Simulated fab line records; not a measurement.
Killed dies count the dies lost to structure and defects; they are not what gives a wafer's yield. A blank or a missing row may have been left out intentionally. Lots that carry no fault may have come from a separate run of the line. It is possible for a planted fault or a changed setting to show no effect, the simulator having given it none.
Matching of chambers + flow n5-finfet + rie-diel-01 running N5_MOL_CONTACT_COAG_ETCH_66: 4 sister chambers
The step etches SiARC in CF4, target depth 13 nm, time 21.7 s. 20 wafers are shown with their chamber, then 10 later ones without.

WAFERS, EACH WITH ITS CHAMBER
| wafer  | chamber | drypump-motor-current-A (A) | showerhead-plenum-p-Torr (Torr) | throttle-valve-pct (%) |
|--------|---------|-----------------------------|---------------------------------|------------------------|
| L074.2 | 0       | 5.2                         | 2.15                            | 15.54                  |
| L074.3 | 1       | 5.3                         | 2.21                            | 15.94                  |
| L074.6 | 0       | 5.1                         | 2.16                            | 15.54                  |
| L078.2 | 1       | 5.3                         | 2.20                            | 15.95                  |
| L078.5 | 1       | 5.3                         | 2.20                            | 15.96                  |
| L078.6 | 0       | 5.1                         | 2.15                            | 15.56                  |
| L080.1 | 0       | 5.1                         | 2.15                            | 15.58                  |
| L080.2 | 1       | 5.3                         | 2.20                            | 15.98                  |
| L080.6 | 1       | 5.3                         | 2.20                            | 15.96                  |
| L086.1 | 0       | 5.1                         | 2.15                            | 15.60                  |
| L086.4 | 1       | 5.3                         | 2.20                            | 15.99                  |
| L086.5 | 3       | 6.1                         | 2.18                            | 15.32                  |
| L090.1 | 0       | 5.1                         | 2.14                            | 15.59                  |
| L090.4 | 1       | 5.3                         | 2.20                            | 15.98                  |
| L090.6 | 3       | 6.1                         | 2.18                            | 15.33                  |
| L091.1 | 3       | 6.1                         | 2.18                            | 15.34                  |
| L091.2 | 0       | 5.1                         | 2.14                            | 15.61                  |
| L091.4 | 2       | 5.2                         | 2.05                            | 15.92                  |
| L092.3 | 0       | 5.1                         | 2.14                            | 15.60                  |
| L092.5 | 3       | 6.1                         | 2.18                            | 15.34                  |

SIGNATURES, as means of the wafers listed above
| reading                  | chamber 0 | chamber 1 | chamber 2 | chamber 3 | scatter within a chamber |
|--------------------------|-----------|-----------|-----------|-----------|--------------------------|
| drypump-motor-current-A  | 5.112     | 5.300     | 5.200     | 6.100     | 0.0234                   |
| showerhead-plenum-p-Torr | 2.1475    | 2.2014    | 2.0500    | 2.1800    | 0.00522                  |
| throttle-valve-pct       | 15.5775   | 15.9657   | 15.9200   | 15.3325   | 0.0218                   |
Rule: a wafer lies at a distance from a chamber equal to the root of the sum of squares, over the readings, of (its reading less the chamber's mean, divided by the reading's scatter). The wafer belongs to the nearest chamber; if the next one is less than 2 further off, it can't be placed. The scatter: the root of (the sum of the squares of (reading less its chamber's mean) over the shown wafers, divided by (wafers less chambers)).

WAFERS MISSING THEIR CHAMBER
| wafer  | drypump-motor-current-A (A) | showerhead-plenum-p-Torr (Torr) | throttle-valve-pct (%) |
|--------|-----------------------------|---------------------------------|------------------------|
| L092.6 | 5.3                         | 2.05                            | 15.92                  |
| L093.4 | 5.3                         | 2.19                            | 16.01                  |
| L093.5 | 5.3                         | 2.05                            | 15.92                  |
| L093.6 | 6.1                         | 2.18                            | 15.35                  |
| L094.2 | 5.1                         | 2.14                            | 15.60                  |
| L094.4 | 6.1                         | 2.18                            | 15.35                  |
| L094.5 | 6.1                         | 2.18                            | 15.35                  |
| L096.1 | 5.2                         | 2.05                            | 15.93                  |
| L096.2 | 5.1                         | 2.14                            | 15.64                  |
| L096.4 | 6.1                         | 2.18                            | 15.37                  |

WHICH CHAMBER EACH WENT THROUGH
| wafer  | from the rows above | in truth |
|--------|---------------------|----------|
| L092.6 | 2                   | 2        |
| L093.4 | 1                   | 1        |
| L093.5 | 2                   | 2        |
| L093.6 | 3                   | 3        |
| L094.2 | 0                   | 0        |
| L094.4 | 3                   | 3        |
| L094.5 | 3                   | 3        |
| L096.1 | 2                   | 2        |
| L096.2 | 0                   | 0        |
| L096.4 | 3                   | 3        |
Correctly placed: 10 of 10. Not placeable from these rows: 0. Placed wrongly: 0.
